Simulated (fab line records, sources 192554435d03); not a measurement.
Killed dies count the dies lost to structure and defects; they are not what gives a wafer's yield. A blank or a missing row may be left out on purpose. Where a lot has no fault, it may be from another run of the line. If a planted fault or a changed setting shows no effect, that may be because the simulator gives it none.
Lot-split experiment -- flow n5 finfet -- on a route of 1938 steps: 7 lots, 21 wafers read

== ABOUT THE SPLIT ==
At N5_BEOL_M15_PEB_26 (peb time 90 s), the setting peb time s was moved away from the recipe's 90 s on 7 of the 21 wafers read, by -19.8% to +17.9%. For the rest of the wafers, this setting stayed at what the recipe calls for.

== FROM THE SPLIT TO THE READING: what the file shows between them, 2 steps ==
- N5_BEOL_M15_DEVELOP_27: develop time 45 s (also split here: develop time s)
- N5_BEOL_M15_HARDBAKE_32: time 120 s

== THE READING ==
Shown in nm: cd nm at N5_BEOL_M15_CD_MEAS_28, with target cd 407.6 nm. Fault-free wafers of this fab line usually give 408.8 nm, standard deviation 2.3 nm.

wafer,"tool, chamber at the split","peb time s as run, s",against the recipe,"cd nm, nm",against lot-mates on the recipe
L078.3,"litho track-05, 0",90,recipe,410.1,-
L078.4,"litho track-05, 0",90,recipe,407.8,-
L078.6,"litho track-05, 0",90,recipe,408.5,-
L085.2,"litho track-02, 0",105.7,+17.4%,413.2,+4.9
L085.3,"litho track-02, 0",90,recipe,407.8,-
L085.5,"litho track-02, 0",90,recipe,408.7,-
L084.1,"litho track-01, 0",90,recipe,409.2,-
L084.3,"litho track-01, 0",72.14,-19.8%,400.8,-9.6
L084.5,"litho track-01, 0",90,recipe,411.6,-
L087.1,"litho track-01, 0",90,recipe,406.6,-
L087.2,"litho track-01, 0",90,recipe,410.2,-
L087.6,"litho track-01, 0",90,recipe,409.6,-
L091.1,"litho track-05, 0",80.07,-11.0%,402.9,-6.9
L091.3,"litho track-05, 0",80.07,-11.0%,404.7,-5.1
L091.5,"litho track-05, 0",90,recipe,409.8,-
L096.1,"litho track-02, 0",106.1,+17.9%,415.1,+6.1
L096.4,"litho track-02, 0",90,recipe,409.0,-
L096.5,"litho track-02, 0",106.1,+17.9%,414.7,+5.7
L097.1,"litho track-05, 0",90,recipe,405.7,-
L097.2,"litho track-05, 0",75.4,-16.2%,400.8,-6.9
L097.4,"litho track-05, 0",90,recipe,409.7,-

FIT RESULTS
A straight line over all 21 wafers: cd nm changes by +0.375 nm for each +1% of peb time s; r = +0.93; the points scatter about the line by 1.5 nm.
The same after taking each lot's own level away (the mean of its wafers on the recipe; 21 wafers): +0.396 nm for each +1%; r = +0.95; scatter 1.3 nm.
On that fit, the largest move of peb time s shifts the reading by 7.9 nm.
The span of the lots' own levels, 407.70 to 410.40 nm, comes to 1.2 times the standard deviation stated above.
Hence the lot-to-lot level has little effect on the slope; both slopes agree.
Check: with one of the wafers moved furthest among these (-19.8%) left out of the fit, the line predicts -7.88 nm for it against its lot-mates. It came out at -9.6 nm against them.

== OTHER SPLITS ON THESE WAFERS ==
These wafers also went through other splits before the reading. Each is held against what the fit with the lots' levels taken away leaves over:
other split on the same wafers,wafers away from the commonest value,r with cd nm (lot level and that fit taken away)
N5_BEOL_M13_TRENCH_ETCH_34 time s,7,+0.05
N5_BEOL_M13_SPUTTER_43 time s,8,-0.27
N5_BEOL_M14_EXPOSE_25 dose mj,8,+0.20
N5_BEOL_M14_ETCH_68 time s,8,+0.06
N5_BEOL_M15_DEVELOP_27 develop time s,8,+0.32

== THE WHOLE CHAIN: every reading that the file lists as answering this split, in the file's order ==
step,what it does,reading,change (the file's fit),r (the file's)
N5_BEOL_M15_CD_MEAS_28,target cd 407.6 nm,cd nm,+0.4 nm for each +1% of the setting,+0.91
N5_BEOL_M15_DESCUM_33,"chemistry O2, time 7.9 s","BEOL_M15.cd nm (the simulator's own value, which no gauge read)",+0.405 nm for each +1% of the setting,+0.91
N5_BEOL_M15_TRENCH_ETCH_34,"etches SiO2 in C4F8/O2/Ar, target depth 872.93 nm, time 199 s","BEOL_M15.cd nm (the simulator's own value, which no gauge read)",+0.371 nm for each +1% of the setting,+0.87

== FILE'S OWN FIT ==
cd nm changes by +0.4 nm for each +1% of peb time s, r = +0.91.
